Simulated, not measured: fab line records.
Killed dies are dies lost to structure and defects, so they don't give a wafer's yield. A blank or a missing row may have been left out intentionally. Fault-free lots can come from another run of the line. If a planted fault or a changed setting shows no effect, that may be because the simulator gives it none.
The tool behind it: which one? :: flow n5_finfet :: 30 wafers from 10 lots sampled at 5 of the route's 1938 steps

## WHAT THE GAUGES SHOWED, per wafer
N5_BEOL_M5_INSPECT_13: inspects for defects (brightfield).
lot: L219
measured: day 8 14:22
on: defect_inspect-01
raw_defect_count: 315 390 381

lot: L220
measured: day 9 00:22
on: defect_inspect-01
raw_defect_count: 336 400 253

lot: L221
measured: day 9 00:24
on: defect_inspect-02
raw_defect_count: 322 422 522

lot: L223
measured: day 10 02:49
on: defect_inspect-02
raw_defect_count: 389 397 362

lot: L225
measured: day 10 06:26
on: defect_inspect-02
raw_defect_count: 441 380 558

lot: L227
measured: day 10 08:41
on: defect_inspect-01
raw_defect_count: 481 429 339

lot: L229
measured: day 11 06:50
on: defect_inspect-01
raw_defect_count: 317 276 447

lot: L233
measured: day 12 17:34
on: defect_inspect-01
raw_defect_count: 411 322 402

lot: L240
measured: day 14 00:23
on: defect_inspect-01
raw_defect_count: 357 339 440

lot: L242
measured: day 14 09:48
on: defect_inspect-02
raw_defect_count: 499 444 327

N5_BEOL_M5_CD_MEAS_28: target cd 30.6 nm, target cd y 20 nm.
lot: L219
measured: day 8 15:54
on: cd_sem-02
cd_nm (nm): 30.79 30.57 30.66

lot: L220
measured: day 9 01:23
on: cd_sem-01
cd_nm (nm): 30.71 30.05 30.69

lot: L221
measured: day 9 01:35
on: cd_sem-01
cd_nm (nm): 30.71 30.47 30.66

lot: L223
measured: day 10 05:55
on: cd_sem-02
cd_nm (nm): 30.88 30.51 30.63

lot: L225
measured: day 10 07:42
on: cd_sem-01
cd_nm (nm): 30.57 30.43 30.64

lot: L227
measured: day 10 12:17
on: cd_sem-02
cd_nm (nm): 30.57 30.50 30.40

lot: L229
measured: day 11 08:40
on: cd_sem-01
cd_nm (nm): 30.94 31.27 30.76

lot: L233
measured: day 12 20:49
on: cd_sem-01
cd_nm (nm): 30.31 30.38 30.15

lot: L240
measured: day 14 01:51
on: cd_sem-03
cd_nm (nm): 32.01 32.13 32.06

lot: L242
measured: day 14 11:22
on: cd_sem-01
cd_nm (nm): 31.79 31.67 31.59

## WHAT TOOL EACH LOT RAN ON (gives the tool, then ch and the chambers of the sampled wafers, and finally the start)
lot: L219
N5_BEOL_M4_DEP_57: pecvd-03 ch 0,1,2, day 8 11:56
N5_BEOL_M5_ETCH_61: rie_diel-03 ch 0,2,3, day 8 14:28
N5_BEOL_M5_EXPOSE_25: euv_scanner-02 ch 0, day 8 15:46

lot: L220
N5_BEOL_M4_DEP_57: pecvd-01 ch 0,2, day 8 20:32
N5_BEOL_M5_ETCH_61: rie_diel-03 ch 1,2, day 9 00:34
N5_BEOL_M5_EXPOSE_25: euv_scanner-02 ch 0, day 9 01:14

lot: L221
N5_BEOL_M4_DEP_57: pecvd-01 ch 0,2, day 8 21:00
N5_BEOL_M5_ETCH_61: rie_diel-06 ch 1,3, day 9 00:36
N5_BEOL_M5_EXPOSE_25: euv_scanner-01 ch 0, day 9 01:26

lot: L223
N5_BEOL_M4_DEP_57: pecvd-01 ch 0,1, day 9 23:19
N5_BEOL_M5_ETCH_61: rie_diel-06 ch 0,2, day 10 02:55
N5_BEOL_M5_EXPOSE_25: euv_scanner-01 ch 0, day 10 05:46

lot: L225
N5_BEOL_M4_DEP_57: pecvd-03 ch 0,1,2, day 10 03:01
N5_BEOL_M5_ETCH_61: rie_diel-03 ch 0,2,3, day 10 06:31
N5_BEOL_M5_EXPOSE_25: euv_scanner-02 ch 0, day 10 07:35

lot: L227
N5_BEOL_M4_DEP_57: pecvd-03 ch 0,1,2, day 10 06:25
N5_BEOL_M5_ETCH_61: rie_diel-06 ch 0,2, day 10 08:46
N5_BEOL_M5_EXPOSE_25: euv_scanner-02 ch 0, day 10 12:10

lot: L229
N5_BEOL_M4_DEP_57: pecvd-02 ch 0,1, day 11 04:11
N5_BEOL_M5_ETCH_61: rie_diel-04 ch 0,1, day 11 07:27
N5_BEOL_M5_EXPOSE_25: euv_scanner-02 ch 0, day 11 08:31

lot: L233
N5_BEOL_M4_DEP_57: pecvd-01 ch 0,1,2, day 12 12:34
N5_BEOL_M5_ETCH_61: rie_diel-06 ch 0,1,3, day 12 17:43
N5_BEOL_M5_EXPOSE_25: euv_scanner-01 ch 0, day 12 20:41

lot: L240
N5_BEOL_M4_DEP_57: pecvd-01 ch 0,1, day 13 20:44
N5_BEOL_M5_ETCH_61: rie_diel-06 ch 2,3, day 14 00:28
N5_BEOL_M5_EXPOSE_25: euv_scanner-02 ch 0, day 14 01:43

lot: L242
N5_BEOL_M4_DEP_57: pecvd-01 ch 0,1, day 14 06:35
N5_BEOL_M5_ETCH_61: rie_diel-06 ch 2,3, day 14 09:53
N5_BEOL_M5_EXPOSE_25: euv_scanner-02 ch 0, day 14 11:14
- N5_BEOL_M4_DEP_57: deposits SiCN from 3MS/NH3, target thk 8 nm, time 14 s.
- N5_BEOL_M5_ETCH_61: etches SiARC in CF4, target depth 15.6 nm, time 26 s.
- N5_BEOL_M5_EXPOSE_25: exposes mask V4, defocus 10 nm.

## WHAT THE TOOLS THEMSELVES READ (means of the sampled wafers that have a number; where no wafer has one, the mark that the record gives instead)
N5_BEOL_M4_DEP_57.
lot: L219
tool: pecvd-03
showerhead_plenum_p_Torr (Torr): 3.650
throttle_valve_pct (%): 9.6

lot: L220
tool: pecvd-01
showerhead_plenum_p_Torr (Torr): 3.657
throttle_valve_pct (%): 9.2

lot: L221
tool: pecvd-01
showerhead_plenum_p_Torr (Torr): 3.654
throttle_valve_pct (%): 9.2

lot: L223
tool: pecvd-01
showerhead_plenum_p_Torr (Torr): 3.668
throttle_valve_pct (%): 9.1

lot: L225
tool: pecvd-03
showerhead_plenum_p_Torr (Torr): 3.649
throttle_valve_pct (%): 9.5

lot: L227
tool: pecvd-03
showerhead_plenum_p_Torr (Torr): 3.651
throttle_valve_pct (%): 9.6

lot: L229
tool: pecvd-02
showerhead_plenum_p_Torr (Torr): 3.676
throttle_valve_pct (%): 8.7

lot: L233
tool: pecvd-01
showerhead_plenum_p_Torr (Torr): 3.658
throttle_valve_pct (%): 9.3

lot: L240
tool: pecvd-01
showerhead_plenum_p_Torr (Torr): 3.669
throttle_valve_pct (%): 9.2

lot: L242
tool: pecvd-01
showerhead_plenum_p_Torr (Torr): 3.661
throttle_valve_pct (%): 9.1

N5_BEOL_M5_ETCH_61.
lot: L219
tool: rie_diel-03
drypump_motor_current_A (A): 5.6
etch_rf_on_time_s (s): 25.7
oes_product_au (a.u.): 0.73
rf_vpp_V (V): 183.6
showerhead_plenum_p_Torr (Torr): 2.14
throttle_valve_pct (%): 15.56

lot: L220
tool: rie_diel-03
drypump_motor_current_A (A): 5.3
etch_rf_on_time_s (s): 25.8
oes_product_au (a.u.): 0.78
rf_vpp_V (V): 184.5
showerhead_plenum_p_Torr (Torr): 2.16
throttle_valve_pct (%): 15.33

lot: L221
tool: rie_diel-06
drypump_motor_current_A (A): 6.0
etch_rf_on_time_s (s): 26.1
oes_product_au (a.u.): 0.71
rf_vpp_V (V): 184.5
showerhead_plenum_p_Torr (Torr): 2.17
throttle_valve_pct (%): 15.56

lot: L223
tool: rie_diel-06
drypump_motor_current_A (A): 5.8
etch_rf_on_time_s (s): 27.3
oes_product_au (a.u.): 0.61
rf_vpp_V (V): 184.1
showerhead_plenum_p_Torr (Torr): 2.10
throttle_valve_pct (%): 15.74

lot: L225
tool: rie_diel-03
drypump_motor_current_A (A): 5.6
etch_rf_on_time_s (s): 25.9
oes_product_au (a.u.): 0.71
rf_vpp_V (V): 184.1
showerhead_plenum_p_Torr (Torr): 2.14
throttle_valve_pct (%): 15.58

lot: L227
tool: rie_diel-06
drypump_motor_current_A (A): 5.7
etch_rf_on_time_s (s): 26.9
oes_product_au (a.u.): 0.62
rf_vpp_V (V): 184.3
showerhead_plenum_p_Torr (Torr): 2.10
throttle_valve_pct (%): 15.75

lot: L229
tool: rie_diel-04
drypump_motor_current_A (A): 5.7
etch_rf_on_time_s (s): 25.8
oes_product_au (a.u.): 0.61
rf_vpp_V (V): 183.7
showerhead_plenum_p_Torr (Torr): 2.12
throttle_valve_pct (%): 15.81

lot: L233
tool: rie_diel-06
drypump_motor_current_A (A): 5.7
etch_rf_on_time_s (s): 26.7
oes_product_au (a.u.): 0.66
rf_vpp_V (V): 183.4
showerhead_plenum_p_Torr (Torr): 2.12
throttle_valve_pct (%): 15.65

lot: L240
tool: rie_diel-06
drypump_motor_current_A (A): 6.1
etch_rf_on_time_s (s): 25.7
oes_product_au (a.u.): 0.77
rf_vpp_V (V): 183.2
showerhead_plenum_p_Torr (Torr): 2.12
throttle_valve_pct (%): 15.47

lot: L242
tool: rie_diel-06
drypump_motor_current_A (A): 6.1
etch_rf_on_time_s (s): 25.8
oes_product_au (a.u.): 0.76
rf_vpp_V (V): 183.4
showerhead_plenum_p_Torr (Torr): 2.12
throttle_valve_pct (%): 15.48

N5_BEOL_M5_EXPOSE_25.
lot: L219
tool: euv_scanner-02
exposure_dose_mJ_cm2: 52.80

lot: L220
tool: euv_scanner-02
exposure_dose_mJ_cm2: 52.74

lot: L221
tool: euv_scanner-01
exposure_dose_mJ_cm2: 52.63

lot: L223
tool: euv_scanner-01
exposure_dose_mJ_cm2: 52.67

lot: L225
tool: euv_scanner-02
exposure_dose_mJ_cm2: 52.69

lot: L227
tool: euv_scanner-02
exposure_dose_mJ_cm2: 52.61

lot: L229
tool: euv_scanner-02
exposure_dose_mJ_cm2: 52.68

lot: L233
tool: euv_scanner-01
exposure_dose_mJ_cm2: 52.70

lot: L240
tool: euv_scanner-02
exposure_dose_mJ_cm2: 55.91

lot: L242
tool: euv_scanner-02
exposure_dose_mJ_cm2: 55.32

## THE ANSWER, worked out from the rows above alone
Rule: what is usual is taken from the lots themselves. The widest of any qualifying gaps counts: lots, ordered by their means at a reading, are off when they make up no more than a third of the lots, leave a main group of 4 or more, and stand apart from it by 3 or more times the standard deviation of that group's means. A main group whose means are all the same, to the digits that the tables above print for the reading, isn't used. Also off: a lot with no number at a reading for which 4 or more lots have one. Where the step has rows for the other lots, those lots are counted as sound. After the gauges, taken in route order, come the tools' own readings; for these a lot's mean is taken, as printed above. The first step at which some lot is off is used, and at that step the reading that is off furthest; a lot without a number counts as furthest.
Off: L240, L242, at N5_BEOL_M5_CD_MEAS_28 (cd_nm). Mean 30.59 nm and standard deviation 0.19 in the main group.
A tool fits if, at a process step before that reading, it ran every lot that is off, and no sound lot after the first of them. The gauges at N5_BEOL_M5_CD_MEAS_28 aren't tried: what is off there is off at N5_BEOL_M5_EXPOSE_25 too, on other tools, and a gauge's error can't cause that. Can't be told from this: 3 tools fit, pecvd-01 at N5_BEOL_M4_DEP_57, rie_diel-06 at N5_BEOL_M5_ETCH_61, euv_scanner-02 at N5_BEOL_M5_EXPOSE_25.

## WHAT WAS PUT IN BY THE SIMULATOR
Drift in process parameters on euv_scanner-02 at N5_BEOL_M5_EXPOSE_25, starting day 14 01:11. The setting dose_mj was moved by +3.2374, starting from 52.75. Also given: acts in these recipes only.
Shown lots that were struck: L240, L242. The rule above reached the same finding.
